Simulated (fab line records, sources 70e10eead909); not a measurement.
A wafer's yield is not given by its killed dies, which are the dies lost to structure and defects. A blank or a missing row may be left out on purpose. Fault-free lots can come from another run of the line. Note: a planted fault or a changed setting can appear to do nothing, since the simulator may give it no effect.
fab line records + flow nand_harc + part 2 of 2: steps 29 to 41 of 41
record
- lots=5
- wafers=15
- last_day=33
route steps=1302 shown P_CONTACT@246 P_M0@253 P_M1@285
lots untouched by any fault: they come from a run of this same line in which no faults occurred
start_h: hours from the record's opening day to when the first of the lot's shown wafers began + wait_h: how many hours have passed since the lot's step before this one + " same as the row above + L1.1+2: a row that stands for several wafers + - no value, or no start given + * or withheld: withheld + < > ~ a bound
route shown NAME@n: names a module that has steps shown in the file, with the first one's number in the route + usual: average and standard deviation across the fault-free wafers + same: alike in all rows + chamber/n: place in a boat + sites: per-site readings + _std_site: how widely they spread, as a standard deviation + _edge_site: the outer-site mean with the inner-site mean subtracted + radius_mm: how far each site lies from the wafer's centre + mask NAME#n: copy n + behind: the most recent tool/chamber to have shaped the wafer + hold: cause of the lot's hold/its duration in hours/its outcome + device: transistor that didn't switch, given as n, p or np + end of line: the same wafers' tests at the end of the route + a step without rows: its recipe alone + killed: at the first sort, the dies lost to defects and structure; wafer yield is something else + map: a wafer's dies, x killed, . not, _ none there
set.NAME: the setting as run; set.NAME@STEP: as run at that earlier step + model.NAME: the simulator's own value behind a step, which no gauge read
a table for each step, a row for each wafer; lots at some steps of the route
services: the hour from which a tool's chamber was out of use, counted from the record's first day as start_h (under 0 if before that day), plus the number of hours and why
## steps
# step NHARC_P_M0_PVD_21
# recipe
- target_thk_a=300
- chamber_pressure_pa=5
- power_w=5000
- substrate_temp_c=30
- time_s=20.49
- material=Cu
# usual
- throttle_valve_pct=29.9/1.2
| lot.wafer | tool           | chamber | start_h | wait_h | throttle_valve_pct |
|-----------|----------------|---------|---------|--------|--------------------|
| L075.3    | pvd_sputter-03 | -       | -       | -      | 30.8               |
| L075.2    | "              | -       | "       | "      | 29.1               |
| L075.1    | "              | -       | "       | "      | 28.8               |
| L088.4    | pvd_sputter-01 | -       | -       | -      | 32.4               |
| L088.1    | "              | -       | "       | "      | 30.6               |
| L088.2    | "              | -       | "       | "      | 31.6               |
| L094.2    | pvd_sputter-02 | -       | -       | -      | 28.1               |
| L094.1    | "              | -       | "       | "      | 28.5               |
| L094.6    | "              | -       | "       | "      | 28.4               |
| L095.1    | pvd_sputter-02 | -       | -       | -      | 28.7               |
| L095.3    | "              | -       | "       | "      | 29.1               |
| L095.5    | "              | -       | "       | "      | 28.0               |
| L096.3    | pvd_sputter-01 | -       | -       | -      | 28.1               |
| L096.1    | "              | -       | "       | "      | 31.9               |
| L096.5    | "              | -       | "       | "      | 31.7               |
# step NHARC_P_M0_ECD_22
# recipe
- target_thk_a=4000
- bath_temp_c=25
- material=Cu
| lot.wafer  | tool      | chamber | start_h | wait_h |
|------------|-----------|---------|---------|--------|
| L075.2+1+3 | ecd_cu-01 | 0,1,1   | 135.17  | -      |
| L088.2+1+4 | ecd_cu-02 | 1,0,1   | 270.74  | -      |
| L094.1+2+6 | ecd_cu-01 | 0,1,0   | 326.29  | -      |
| L095.1+3+5 | ecd_cu-02 | 1       | 339.85  | -      |
| L096.1+3+5 | ecd_cu-02 | 0       | 348.69  | -      |
# step NHARC_P_M0_ANNEAL_30
# recipe
- temp_c=225
- time_s=90
# usual
- anneal_temp_c=225.07/0.16
- wafer_temp_C_max=226.3/0.39
| lot.wafer | tool          | chamber | start_h | wait_h | anneal_temp_c | wafer_temp_C_max |
|-----------|---------------|---------|---------|--------|---------------|------------------|
| L075.1    | rtp_anneal-01 | 0       | 135.54  | -      | 225.09        | 226.1            |
| L075.2    | "             | 0       | "       | "      | 225.21        | 226.5            |
| L075.3    | "             | 0       | "       | "      | 224.86        | 226.7            |
| L088.1    | rtp_anneal-01 | 0       | 271.12  | 0.3    | 225.26        | 226.6            |
| L088.2    | "             | 0       | "       | "      | 225.30        | 226.8            |
| L088.4    | "             | 0       | "       | "      | 225.38        | 227.1            |
| L094.1    | rtp_anneal-01 | 0       | 326.67  | -      | 225.03        | 227.4            |
| L094.2    | "             | 0       | "       | "      | 224.66        | 227.2            |
| L094.6    | "             | 0       | "       | "      | 225.07        | 226.7            |
| L095.1    | rtp_anneal-02 | 0       | 340.23  | 0.3    | 225.10        | 226.0            |
| L095.3    | "             | 0       | "       | "      | 225.01        | 226.8            |
| L095.5    | "             | 0       | "       | "      | 224.98        | 226.4            |
| L096.1    | rtp_anneal-02 | 0       | 349.07  | -      | 225.09        | 225.9            |
| L096.3    | "             | 0       | "       | "      | 224.96        | 225.9            |
| L096.5    | "             | 0       | "       | "      | 225.17        | 226.2            |
# step NHARC_P_M0_CMP_23
# recipe
- t_overpolish_s=20
- target_thk_nm=117.54
# usual
- edge_zone_pressure_frac=1.000/0.0052
- motor_current_A=11.0/0.89
- time_to_endpoint_s=28.7/2.6
| lot.wafer | tool   | chamber | start_h | wait_h | edge_zone_pressure_frac | motor_current_A | time_to_endpoint_s |
|-----------|--------|---------|---------|--------|-------------------------|-----------------|--------------------|
| L075.3    | cmp-03 | 1       | 135.89  | -      | 0.999                   | 10.8            | 25.7               |
| L075.1    | "      | 2       | "       | "      | 0.995                   | 10.9            | 27.7               |
| L075.2    | "      | 0       | "       | "      | 0.989                   | 10.1            | 27.0               |
| L088.2    | cmp-03 | 1       | 271.47  | -      | 0.996                   | 11.6            | 28.9               |
| L088.1    | "      | 2       | "       | "      | 1.009                   | 10.9            | 28.3               |
| L088.4    | "      | 3       | "       | "      | 0.996                   | 10.8            | 24.9               |
| L094.2    | cmp-03 | 3       | 327.01  | -      | 1.000                   | 10.8            | 26.8               |
| L094.1    | "      | 0       | "       | "      | 0.998                   | 9.9             | 30.7               |
| L094.6    | "      | 3       | "       | "      | 1.004                   | 10.6            | 26.1               |
| L095.1    | cmp-04 | 1       | 340.60  | -      | 1.005                   | 11.2            | 28.3               |
| L095.3    | "      | 2       | "       | "      | 0.993                   | 10.1            | 28.2               |
| L095.5    | "      | 0       | "       | "      | 0.997                   | 9.6             | 32.9               |
| L096.1    | cmp-04 | 0       | 349.44  | -      | 0.992                   | 9.2             | 30.8               |
| L096.3    | "      | 2       | "       | "      | 1.001                   | 10.6            | 30.5               |
| L096.5    | "      | 3       | "       | "      | 1.006                   | 11.6            | 30.3               |
# step NHARC_P_M0_THK_MEAS_24
# recipe
- thk_meas_gauge=xrf
# usual
- thk_nm=117.5/1.3
| lot.wafer | tool          | chamber | start_h | wait_h | thk_nm |
|-----------|---------------|---------|---------|--------|--------|
| L075.1    | film_metro-02 | -       | 136.21  | -      | 117.4  |
| L075.2    | "             | -       | "       | "      | 119.4  |
| L075.3    | "             | -       | "       | "      | 116.9  |
| L088.1    | film_metro-01 | -       | 271.78  | -      | 117.9  |
| L088.2    | "             | -       | "       | "      | 118.2  |
| L088.4    | "             | -       | "       | "      | 116.5  |
| L094.1    | film_metro-02 | -       | 327.33  | -      | 116.0  |
| L094.2    | "             | -       | "       | "      | 117.6  |
| L094.6    | "             | -       | "       | "      | 117.5  |
| L095.1    | film_metro-02 | -       | 340.89  | -      | 118.3  |
| L095.3    | "             | -       | "       | "      | 117.1  |
| L095.5    | "             | -       | "       | "      | 117.5  |
| L096.1    | film_metro-02 | -       | 349.73  | -      | 118.1  |
| L096.3    | "             | -       | "       | "      | 117.9  |
| L096.5    | "             | -       | "       | "      | 118.9  |
# step NHARC_P_M0_SRD_25
| lot.wafer  | tool         | chamber | start_h | wait_h |
|------------|--------------|---------|---------|--------|
| L075.1+2+3 | wet_bench-08 | 5,6,1   | 136.31  | 0.1    |
| L088.1+4+2 | wet_bench-08 | 4,7,0   | 271.83  | 0.0    |
| L094.1+6+2 | wet_bench-08 | 2,4,7   | 327.37  | 0.0    |
| L095.1+5+3 | wet_bench-08 | 7,1,2   | 340.94  | 0.0    |
| L096.3+5+1 | wet_bench-10 | 4,7,0   | 349.77  | 0.0    |
# step NHARC_P_M0_INSPECT_27
# usual
- raw_defect_count=300/120
| lot.wafer | tool              | chamber | start_h | wait_h | raw_defect_count |
|-----------|-------------------|---------|---------|--------|------------------|
| L075.1    | defect_inspect-02 | -       | 136.42  | 0.0    | 404              |
| L075.2    | "                 | -       | "       | "      | 258              |
| L075.3    | "                 | -       | "       | "      | 154              |
| L088.1    | defect_inspect-01 | -       | 271.94  | 0.0    | 474              |
| L088.2    | "                 | -       | "       | "      | 219              |
| L088.4    | "                 | -       | "       | "      | 213              |
| L094.1    | defect_inspect-02 | -       | 327.48  | 0.0    | 283              |
| L094.2    | "                 | -       | "       | "      | 499              |
| L094.6    | "                 | -       | "       | "      | 564              |
| L095.1    | defect_inspect-01 | -       | 341.05  | 0.0    | 263              |
| L095.3    | "                 | -       | "       | "      | 177              |
| L095.5    | "                 | -       | "       | "      | 252              |
| L096.1    | defect_inspect-02 | -       | 349.88  | 0.0    | 134              |
| L096.3    | "                 | -       | "       | "      | 167              |
| L096.5    | "                 | -       | "       | "      | 193              |
# step NHARC_P_M0_PRE_CLEAN_31
# recipe
- time_s=12
- temp_c=370
- rf_power_w=300
- gas=NH3
# usual
- heater_power_w=616/74
| lot.wafer | tool     | chamber | start_h | wait_h | heater_power_w |
|-----------|----------|---------|---------|--------|----------------|
| L075.1    | pecvd-03 | 2       | 136.49  | 0.1    | 632            |
| L075.3    | "        | 0       | "       | "      | 620            |
| L075.2    | "        | 1       | "       | "      | 692            |
| L088.2    | pecvd-03 | 2       | 272.01  | 0.1    | 567            |
| L088.1    | "        | 0       | "       | "      | 653            |
| L088.4    | "        | 0       | "       | "      | 645            |
| L094.2    | pecvd-03 | 2       | 327.55  | 0.1    | 603            |
| L094.1    | "        | 1       | "       | "      | 640            |
| L094.6    | "        | 2       | "       | "      | 608            |
| L095.3    | pecvd-01 | 1       | 341.12  | 0.1    | 642            |
| L095.1    | "        | 2       | "       | "      | 633            |
| L095.5    | "        | 1       | "       | "      | 638            |
| L096.3    | pecvd-03 | 2       | 349.96  | 0.1    | 648            |
| L096.1    | "        | 0       | "       | "      | 644            |
| L096.5    | "        | 2       | "       | "      | 638            |
# step NHARC_P_M0_DEP_32
# recipe
- target_thk_a=300
- temp_c=370
- target_thk_nm=30
- pressure_torr=3
- flow_sccm=200
- rf_w=450
- material=SiCN
# usual
- heater_power_w=566/75
| lot.wafer | tool     | chamber | start_h | wait_h | heater_power_w |
|-----------|----------|---------|---------|--------|----------------|
| L075.1    | pecvd-03 | 2       | 136.57  | 0.1    | 587            |
| L075.3    | "        | 0       | "       | "      | 612            |
| L075.2    | "        | 1       | "       | "      | 563            |
| L088.2    | pecvd-03 | 2       | 272.09  | 0.1    | 546            |
| L088.1    | "        | 0       | "       | "      | 600            |
| L088.4    | "        | 0       | "       | "      | 594            |
| L094.2    | pecvd-03 | 2       | 327.63  | 0.1    | 489            |
| L094.1    | "        | 1       | "       | "      | 553            |
| L094.6    | "        | 2       | "       | "      | 484            |
| L095.3    | pecvd-01 | 1       | 341.20  | 0.1    | 543            |
| L095.1    | "        | 2       | "       | "      | 536            |
| L095.5    | "        | 1       | "       | "      | 553            |
| L096.3    | pecvd-03 | 2       | 350.07  | 0.1    | 478            |
| L096.1    | "        | 0       | "       | "      | 589            |
| L096.5    | "        | 2       | "       | "      | 480            |
# step NHARC_P_M1_DEP_00
# recipe
- target_thk_a=1825
- target_thk_nm=182.5
- temp_c=withheld
- pressure_torr=5
- flow_sccm=200
- rf_w=600
- material=SiOC
| lot.wafer  | tool     | chamber | start_h | wait_h |
|------------|----------|---------|---------|--------|
| L075.2+1+3 | pecvd-04 | 2,0,1   | 136.98  | -      |
| L088.2+1+4 | pecvd-03 | 2,0,2   | -       | -      |
| L094.1+2+6 | pecvd-01 | 2,0,2   | 328.04  | -      |
| L095.3+1+5 | pecvd-01 | 0,1,2   | -       | -      |
| L096.1+3+5 | pecvd-03 | 2,1,0   | -       | -      |
# step NHARC_P_M1_DEHYDRATE_01
# recipe
- temp_c=150
- time_s=120
| lot.wafer  | tool           | chamber | start_h | wait_h |
|------------|----------------|---------|---------|--------|
| L075.1+2+3 | litho_track-04 | 0       | 137.38  | -      |
| L088.1+2+4 | litho_track-06 | 0       | 272.87  | -      |
| L094.1+2+6 | litho_track-04 | 0       | 328.45  | -      |
| L095.1+3+5 | litho_track-06 | 0       | 342.00  | -      |
| L096.1+3+5 | litho_track-06 | 0       | 350.83  | -      |
# step NHARC_P_M1_HMDS_02
# recipe
- time_s=30
| lot.wafer  | tool           | chamber | start_h | wait_h |
|------------|----------------|---------|---------|--------|
| L075.1+2+3 | litho_track-04 | 0       | -       | -      |
| L088.1+2+4 | litho_track-06 | 0       | -       | -      |
| L094.1+2+6 | litho_track-04 | 0       | -       | -      |
| L095.1+3+5 | litho_track-06 | 0       | -       | -      |
| L096.1+3+5 | litho_track-06 | 0       | -       | -      |
# step NHARC_P_M1_COAT_34
# recipe
- temp_c=200
- time_s=65
| lot.wafer  | tool           | chamber | start_h | wait_h |
|------------|----------------|---------|---------|--------|
| L075.1+2+3 | litho_track-04 | 0       | -       | -      |
| L088.1+2+4 | litho_track-06 | 0       | -       | -      |
| L094.1+2+6 | litho_track-04 | 0       | -       | -      |
| L095.1+3+5 | litho_track-06 | 0       | -       | -      |
| L096.1+3+5 | litho_track-06 | 0       | -       | -      |
## services
| tool           | chamber | start_h | hours | kind   |
|----------------|---------|---------|-------|--------|
| pvd_sputter-02 | -       | 108.84  | 2.2   | repair |
| rie_diel-02    | 0       | 118.88  | 2.3   | repair |
| cmp-03         | -       | 119.57  | 1.5   | repair |
| litho_track-01 | -       | 155.00  | 7.0   | pm     |
| cmp-03         | -       | 162.01  | 4.0   | pm     |
| litho_track-06 | -       | 179.00  | 7.0   | pm     |
| pecvd-03       | -       | 185.00  | 13.0  | pm     |
| litho_track-04 | -       | 203.00  | 7.0   | pm     |
| rie_diel-03    | 0       | 204.86  | 3.1   | repair |
| rie_diel-02    | -       | 216.70  | 9.0   | pm     |
| pvd_sputter-01 | -       | 226.02  | 10.0  | pm     |
| cmp-03         | -       | 245.30  | 0.8   | repair |
| pvd_sputter-02 | -       | 247.77  | 8.5   | repair |
| cmp-03         | -       | 255.50  | 2.6   | repair |
| rie_diel-03    | 1       | 257.74  | 3.5   | repair |
| cmp-03         | -       | 260.01  | 4.0   | pm     |
| rie_diel-03    | -       | 281.30  | 9.0   | pm     |
| pvd_sputter-02 | -       | 282.00  | 10.0  | pm     |
| rie_diel-02    | 1       | 284.43  | 1.8   | repair |
| pecvd-03       | -       | 286.43  | 1.0   | repair |
| rie_diel-02    | -       | 297.52  | 22.5  | repair |
| pecvd-03       | 2       | 297.66  | 1.8   | repair |
| cmp-03         | -       | 320.51  | 2.7   | repair |
| pvd_sputter-01 | -       | 339.34  | 8.4   | repair |
